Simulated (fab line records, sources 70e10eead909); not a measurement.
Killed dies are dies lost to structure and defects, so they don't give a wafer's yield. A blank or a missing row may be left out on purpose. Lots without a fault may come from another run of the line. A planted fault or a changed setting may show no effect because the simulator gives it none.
Which tool did it? | flow nand_harc | 13 lots, 39 wafers sampled, at 6 steps of a route of 1302

WHAT THE GAUGES READ, wafer by wafer
NHARC_P_M2_OVL_MEAS_10: pitch 340 nm.
lot  | measured     | on         | overlay_x_nm (nm)             | overlay_y_nm (nm)
L770 | day 6 13:59  | overlay-02 | 0.8 1.6 0.9                   | -0.5 0.1 -0.1
L771 | day 6 22:28  | overlay-02 | -0.2 -0.1 0.1                 | -0.6 -0.2 -0.4
L772 | day 7 03:15  | overlay-01 | -0.2 -0.2 -0.2                | 0.1 0.0 0.5
L773 | day 7 14:35  | overlay-02 | -0.4 -0.5 -0.1                | -0.5 0.3 0.3
L774 | day 8 10:50  | overlay-01 | 1.0 1.0 0.8                   | 0.5 0.6 0.5
L777 | day 9 17:38  | overlay-02 | 38.4 38.4 37.9 38.1 37.5 38.1 | -0.7 -0.5 -0.6 -0.5 -0.9 -0.6
L782 | day 11 07:52 | overlay-01 | 0.9 0.6 0.2                   | -0.8 -1.1 -0.6
L784 | day 12 09:11 | overlay-02 | 37.4 37.6 37.4 37.6 36.9 37.6 | 1.1 0.4 0.7 0.9 0.8 0.8
L783 | day 12 11:43 | overlay-01 | 38.0 38.3 38.0 38.3 38.1 38.1 | 0.6 0.9 0.8 0.5 0.7 0.3
L786 | day 13 04:48 | overlay-02 | 0.0 0.7 0.4                   | -0.6 0.0 -0.2
L788 | day 13 19:27 | overlay-02 | 1.1 1.3 1.9                   | -1.7 -2.6 -2.2
L791 | day 14 23:30 | overlay-02 | -0.1 0.0 -0.6                 | 0.2 0.7 0.9
L793 | day 15 21:46 | overlay-02 | -1.0 -0.4 -0.7                | -0.1 0.1 -0.1

NHARC_END_SORT_01.
lot  | measured     | on        | defect_limited_yield (%) | killed_at_array | killed_at_other | killed_at_periphery | killed_dies | killed_open | killed_short | sort_bin_2_pct (%) | sort_bin_3_pct (%) | sort_bin_4_pct (%) | sort_n_pass | sort_rim_yield_pct (%) | sort_yield_pct (%)
L786 | day 32 04:17 | prober-01 | 93.1 92.2 93.9           | 41 51 36        | 0 0 1           | 6 2 4               | 47 53 41    | 2 3 6       | 2 4 4        | 2.4 2.5 2.7        | 0.4 0.3 0.1        | 4.1 5.0 3.2        | 630 624 636 | 94 97 92               | 93.1 92.2 93.9
L788 | day 31 19:00 | prober-02 | 91.3                     | 57              | 0               | 2                   | 59          | 2           | 2            | 2.8                | 0.7                | 5.2                | 618         | 99                     | 91.3

WHICH TOOL RAN EACH LOT (tool, then ch and the chambers of the sampled wafers, then the start)
lot  | NHARC_P_M1_ANNEAL_31             | NHARC_P_M2_EXPOSE_06               | NHARC_P_M2_DESCUM_14               | NHARC_P_M2_CMP_23
L770 | rtp_anneal-01 ch 0, day 6 11:43  | arfi_scanner-03 ch 0, day 6 13:45  | rie_diel-02 ch 1,2,3, day 6 14:04  | cmp-03 ch 1,2,3, day 6 16:13
L771 | rtp_anneal-02 ch 0, day 6 20:08  | arfi_scanner-03 ch 0, day 6 22:14  | rie_diel-05 ch 0,2,3, day 6 22:33  | cmp-04 ch 0,2,3, day 7 00:54
L772 | rtp_anneal-02 ch 0, day 7 00:54  | arfi_scanner-03 ch 0, day 7 03:01  | rie_diel-05 ch 0,2,3, day 7 03:21  | cmp-02 ch 0,1, day 7 05:28
L773 | rtp_anneal-01 ch 0, day 7 12:15  | arfi_scanner-01 ch 0, day 7 14:21  | rie_diel-05 ch 0,1,2, day 7 14:41  | cmp-04 ch 1,2,3, day 7 16:57
L774 | rtp_anneal-02 ch 0, day 8 08:33  | arfi_scanner-03 ch 0, day 8 10:37  | rie_diel-02 ch 1,3, day 8 10:57    | cmp-04 ch 1,2, day 8 13:08
L777 | rtp_anneal-02 ch 0, day 9 15:20  | arfi_scanner-03 ch 0, day 9 17:24  | -                                  | -
L782 | rtp_anneal-02 ch 0, day 11 05:34 | arfi_scanner-01 ch 0, day 11 07:38 | rie_diel-02 ch 1,2,3, day 11 07:58 | cmp-04 ch 0,1,3, day 11 10:05
L784 | rtp_anneal-02 ch 0, day 12 07:01 | arfi_scanner-03 ch 0, day 12 08:58 | -                                  | -
L783 | rtp_anneal-01 ch 0, day 12 09:33 | arfi_scanner-03 ch 0, day 12 11:29 | -                                  | -
L786 | rtp_anneal-02 ch 0, day 13 02:24 | arfi_scanner-01 ch 0, day 13 04:35 | rie_diel-05 ch 0,3, day 13 04:55   | cmp-04 ch 1,2,3, day 13 07:07
L788 | rtp_anneal-01 ch 0, day 13 17:10 | arfi_scanner-01 ch 0, day 13 19:13 | rie_diel-02 ch 0,2,3, day 13 19:33 | cmp-03 ch 1,3, day 13 21:59
L791 | rtp_anneal-01 ch 0, day 14 21:13 | arfi_scanner-01 ch 0, day 14 23:17 | rie_diel-02 ch 1,2, day 14 23:37   | cmp-04 ch 1,3, day 15 02:08
L793 | rtp_anneal-01 ch 0, day 15 19:32 | arfi_scanner-02 ch 0, day 15 21:33 | rie_diel-02 ch 0,1,2, day 15 21:52 | cmp-03 ch 0,2,3, day 16 00:01
- NHARC_P_M1_ANNEAL_31: time 90 s.
- NHARC_P_M2_EXPOSE_06: exposes mask P M2, target cd 170 nm.
- NHARC_P_M2_DESCUM_14: chemistry O2, time 3 s.
- NHARC_P_M2_CMP_23: polishes, t overpolish 20 s, target thk 144.3 nm.

WHAT THE TOOLS THEMSELVES READ (means of the sampled wafers that have a number; where no wafer has one, the mark that the record gives instead)
NHARC_P_M1_ANNEAL_31.
lot  | tool          | anneal_temp_c (C) | wafer_temp_C_max
L770 | rtp_anneal-01 | 225.20            | 226.30
L771 | rtp_anneal-02 | 225.19            | 226.12
L772 | rtp_anneal-02 | 224.64            | 225.93
L773 | rtp_anneal-01 | 224.90            | 226.47
L774 | rtp_anneal-02 | 225.19            | 226.23
L777 | rtp_anneal-02 | 225.02            | 226.40
L782 | rtp_anneal-02 | 225.17            | 225.83
L784 | rtp_anneal-02 | 224.93            | 226.15
L783 | rtp_anneal-01 | 225.01            | 226.09
L786 | rtp_anneal-02 | 224.98            | 226.12
L788 | rtp_anneal-01 | 225.00            | 226.58
L791 | rtp_anneal-01 | 225.12            | 226.26
L793 | rtp_anneal-01 | 224.86            | 226.16

NHARC_P_M2_DESCUM_14.
lot  | tool        | drypump_motor_current_A (A) | mfc_ar_sccm (sccm) | oes_product_au (a.u.) | rf_vpp_V (V) | showerhead_plenum_p_Torr (Torr) | throttle_valve_pct (%)
L770 | rie_diel-02 | 5.8                         | 0.013              | 0.994                 | 58.8         | 1.93                            | 11.313
L771 | rie_diel-05 | 6.1                         | 0.007              | 1.009                 | 57.1         | 1.90                            | 11.307
L772 | rie_diel-05 | 6.1                         | 0.007              | 0.999                 | 58.2         | 1.90                            | 11.312
L773 | rie_diel-05 | 5.8                         | 0.012              | 1.002                 | 57.1         | 1.93                            | 11.304
L774 | rie_diel-02 | 6.0                         | 0.026              | 0.987                 | 58.4         | 1.95                            | 11.309
L782 | rie_diel-02 | 5.8                         | 0.013              | 0.991                 | 57.8         | 1.93                            | 11.315
L786 | rie_diel-05 | 6.0                         | 0.014              | 1.018                 | 58.1         | 1.84                            | 11.311
L788 | rie_diel-02 | 5.6                         | 0.000              | 0.990                 | 58.5         | 1.90                            | 11.316
L791 | rie_diel-02 | 5.9                         | 0.026              | 0.984                 | 58.4         | 1.94                            | 11.317
L793 | rie_diel-02 | 5.7                         | 0.013              | 0.983                 | 58.1         | 1.92                            | 11.321

NHARC_P_M2_CMP_23.
lot  | tool   | motor_current_A (A) | time_to_endpoint_s (s)
L770 | cmp-03 | 11.5                | 26
L771 | cmp-04 | 11.2                | 23
L772 | cmp-02 | 10.6                | 30
L773 | cmp-04 | 12.4                | 25
L774 | cmp-04 | 13.1                | 27
L782 | cmp-04 | 12.4                | 27
L786 | cmp-04 | 12.2                | 29
L788 | cmp-03 | 10.4                | 28
L791 | cmp-04 | 13.8                | 25
L793 | cmp-03 | 11.0                | 33

THE ANSWER, worked out from the rows above alone
Rule: what is usual is taken from the lots themselves. Put in order of their means at a reading, lots are off if they are a third of the lots or fewer, leave a main group of 4 or more, and stand apart from it by a gap of 3 or more times the standard deviation of the main group's means; of several such gaps the widest counts. A main group whose means are all the same, to the digits that the tables above print for the reading, isn't used. A lot without any number at a reading at which 4 lots or more have one is off too. The other lots that the step has rows for count as sound. The gauges are gone through in route order, then the tools' own readings, and for those a lot's mean is taken as printed above. The first step at which some lot is off is used, and at that step the reading that is off furthest; a lot without a number counts as furthest.
Off: L777, L784, L783, at NHARC_P_M2_OVL_MEAS_10 (overlay_x_nm). The main group: mean 0.3 nm, standard deviation 0.67.
A tool fits if, at a process step before that reading, it ran every lot that is off, and no sound lot after the first of them. The gauges at NHARC_P_M2_OVL_MEAS_10 are tried like those tools. One fits: arfi_scanner-03 at NHARC_P_M2_EXPOSE_06. Its last sound lot is L774 (day 8 10:37), its first lot that is off L777 (day 9 17:24): a fault that began between those two fits.

WHAT THE SIMULATOR HAD PUT IN
Scanner matching overlay: arfi_scanner-03, from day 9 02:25 on, at NHARC_P_M2_EXPOSE_06. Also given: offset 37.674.
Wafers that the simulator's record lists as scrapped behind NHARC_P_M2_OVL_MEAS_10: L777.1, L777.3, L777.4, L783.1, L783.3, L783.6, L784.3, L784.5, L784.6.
Lots struck among those shown: L777, L784, L783. The rule above found the same.
